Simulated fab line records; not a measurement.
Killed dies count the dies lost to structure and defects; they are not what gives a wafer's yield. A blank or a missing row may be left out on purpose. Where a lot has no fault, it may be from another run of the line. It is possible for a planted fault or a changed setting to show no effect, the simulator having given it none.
Chamber matching | flow nand_harc | NHARC_P_GATE_ETCHBACK_37 on rie_diel-11: 4 sister chambers
The step etches the open film in CHF3/O2, target depth 34.5 nm, time 17.2 s. 15 wafers are shown with their chamber, then 7 later ones without.

WAFERS PAIRED WITH THEIR CHAMBERS
wafer  | chamber | drypump_motor_current_A (A) | showerhead_plenum_p_Torr (Torr) | run_length_s (s)
L589.3 | 1       | 5.6                         | 2.56                            | 39.1
L589.5 | 0       | 6.1                         | 2.46                            | 38.9
L589.6 | 3       | 5.4                         | 2.47                            | 38.1
L591.1 | 0       | 6.1                         | 2.46                            | 39.0
L591.3 | 3       | 5.3                         | 2.47                            | 38.8
L593.2 | 3       | 5.4                         | 2.47                            | 38.1
L593.5 | 2       | 5.9                         | 2.45                            | 38.2
L601.1 | 1       | 5.6                         | 2.55                            | 39.0
L601.2 | 0       | 6.1                         | 2.46                            | 39.1
L601.6 | 0       | 6.1                         | 2.46                            | 38.9
L605.3 | 2       | 5.9                         | 2.44                            | 38.2
L605.5 | 1       | 5.6                         | 2.55                            | 39.0
L605.6 | 2       | 5.9                         | 2.44                            | 38.6
L607.2 | 0       | 6.1                         | 2.46                            | 39.6
L607.3 | 1       | 5.6                         | 2.55                            | 39.0

SIGNATURES (averages over the wafers above)
reading                  | chamber 0 | chamber 1 | chamber 2 | chamber 3 | scatter within a chamber
drypump_motor_current_A  | 6.100     | 5.600     | 5.900     | 5.367     | 0.0246
showerhead_plenum_p_Torr | 2.4600    | 2.5525    | 2.4433    | 2.4700    | 0.00359
run_length_s             | 39.100    | 39.025    | 38.333    | 38.333    | 0.266
Rule: a wafer lies at a distance from a chamber equal to the root of the sum of squares, over the readings, of (its reading less the chamber's mean, divided by the reading's scatter). If the next closest chamber is less than 2 further off than the closest, the wafer can't be placed; otherwise it belongs to the closest. How the scatter is found: for the shown wafers, subtract from each reading the mean of its chamber, square and add these, divide the total by (wafers less chambers), then take the root.

WAFERS MISSING THEIR CHAMBER
wafer  | drypump_motor_current_A (A) | showerhead_plenum_p_Torr (Torr) | run_length_s (s)
L607.5 | 5.9                         | 2.44                            | 38.3
L611.1 | 5.6                         | 2.55                            | 38.9
L611.4 | 6.1                         | 2.46                            | 39.0
L611.5 | 5.6                         | 2.55                            | 39.2
L612.2 | 5.9                         | 2.44                            | 38.7
L612.3 | 6.1                         | 2.46                            | 38.9
L612.6 | 5.9                         | 2.44                            | 38.4

CHAMBER TAKEN BY EACH
wafer  | from the rows above | in truth
L607.5 | 2                   | 2
L611.1 | 1                   | 1
L611.4 | 0                   | 0
L611.5 | 1                   | 1
L612.2 | 2                   | 2
L612.3 | 0                   | 0
L612.6 | 2                   | 2
7 of 7 placed correctly. Number that these rows cannot place: 0. 0 placed wrongly.
